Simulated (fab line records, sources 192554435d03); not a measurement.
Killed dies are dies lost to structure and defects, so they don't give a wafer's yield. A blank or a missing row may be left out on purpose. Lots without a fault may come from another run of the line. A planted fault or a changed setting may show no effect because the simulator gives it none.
Chamber matching | flow n5_finfet | N5_BEOL_M5_CURE_80 on uv_cure-02: 3 sister chambers
The step cures SiCOH lowk, time 120 s. 3 wafers are shown with their chamber, then 8 later ones without.

WAFERS WITH THEIR CHAMBER
wafer  | chamber | lamp_power_pct (%)
L074.4 | 2       | 52.27
L080.6 | 1       | 52.24
L086.3 | 0       | 52.32

WAFERS WITHOUT THEIR CHAMBER
wafer  | lamp_power_pct (%)
L086.4 | 52.36
L086.5 | 52.32
L095.1 | 52.32
L095.2 | 52.46
L095.3 | 52.28
L096.1 | 52.28
L096.3 | 52.36
L096.4 | 52.28

WHICH CHAMBER EACH WENT THROUGH
wafer  | from the rows above          | in truth
L086.4 | can't be placed: 0 or 2 or 1 | 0
L086.5 | can't be placed: 0 or 2 or 1 | 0
L095.1 | can't be placed: 0 or 2 or 1 | 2
L095.2 | can't be placed: 0 or 2 or 1 | 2
L095.3 | can't be placed: 2 or 0 or 1 | 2
L096.1 | can't be placed: 2 or 0 or 1 | 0
L096.3 | can't be placed: 0 or 2 or 1 | 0
L096.4 | can't be placed: 2 or 0 or 1 | 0
Placed correctly: 0 of 8. Can't be placed from these rows: 8 (the true chamber is among the candidates in 8). Placed wrongly: 0.
How it was worked out, from the rows above alone: a wafer's distance from a chamber is the root of the sum, over the readings, of the square of ((its reading less the chamber's mean) divided by the reading's scatter). The wafer belongs to the nearest chamber; if the next one is less than 2 further off, it can't be placed. A chamber's mean is the mean of its shown wafers. The scatter: with one shown wafer a chamber, the root of the mean of the squares of how far each hidden wafer lies from its nearest shown one.
